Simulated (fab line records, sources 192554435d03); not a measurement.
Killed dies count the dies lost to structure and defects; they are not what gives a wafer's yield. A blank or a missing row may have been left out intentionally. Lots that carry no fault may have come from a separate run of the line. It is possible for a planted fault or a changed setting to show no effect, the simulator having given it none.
Matching of chambers || flow n5_finfet || N5_BEOL_M14_DESCUM_33 on rie_diel-06: 4 sister chambers
The step chemistry O2, time 7.9 s. 4 wafers are shown with their chamber, then 8 later ones without.

## EACH WAFER AND ITS CHAMBER
{"wafer": "L079.3", "chamber": 0, "drypump_motor_current_A (A)": 5.2}
{"wafer": "L086.3", "chamber": 3, "drypump_motor_current_A (A)": 5.9}
{"wafer": "L086.5", "chamber": 1, "drypump_motor_current_A (A)": 5.2}
{"wafer": "L088.2", "chamber": 2, "drypump_motor_current_A (A)": 5.2}

## WAFERS WITH NO CHAMBER GIVEN
{"wafer": "L088.3", "drypump_motor_current_A (A)": 5.2}
{"wafer": "L088.4", "drypump_motor_current_A (A)": 5.2}
{"wafer": "L092.3", "drypump_motor_current_A (A)": 5.9}
{"wafer": "L092.5", "drypump_motor_current_A (A)": 5.2}
{"wafer": "L092.6", "drypump_motor_current_A (A)": 5.2}
{"wafer": "L094.3", "drypump_motor_current_A (A)": 5.1}
{"wafer": "L094.5", "drypump_motor_current_A (A)": 5.2}
{"wafer": "L094.6", "drypump_motor_current_A (A)": 5.2}

## CHAMBER TAKEN BY EACH
{"wafer": "L088.3", "from the rows above": "can't be placed: 0 or 1 or 2", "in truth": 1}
{"wafer": "L088.4", "from the rows above": "can't be placed: 0 or 1 or 2", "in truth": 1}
{"wafer": "L092.3", "from the rows above": 3, "in truth": 3}
{"wafer": "L092.5", "from the rows above": "can't be placed: 0 or 1 or 2", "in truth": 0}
{"wafer": "L092.6", "from the rows above": "can't be placed: 0 or 1 or 2", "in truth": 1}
{"wafer": "L094.3", "from the rows above": "can't be placed: 0 or 1 or 2", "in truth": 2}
{"wafer": "L094.5", "from the rows above": "can't be placed: 0 or 1 or 2", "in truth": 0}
{"wafer": "L094.6", "from the rows above": "can't be placed: 0 or 1 or 2", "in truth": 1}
Placed correctly: 1 of 8. These rows do not allow placing 7 (true chamber among the candidates in 7). 0 placed wrongly.
How it was worked out, from the rows above alone: a wafer's distance from a chamber is the root of the sum, over the readings, of the square of ((its reading less the chamber's mean) divided by the reading's scatter). The wafer belongs to the nearest chamber; if the next one is less than 2 further off, it can't be placed. For every chamber, the mean is computed from those of its wafers that are shown. The scatter: root of mean squared gap, hidden wafer to nearest shown wafer, with one shown wafer a chamber.
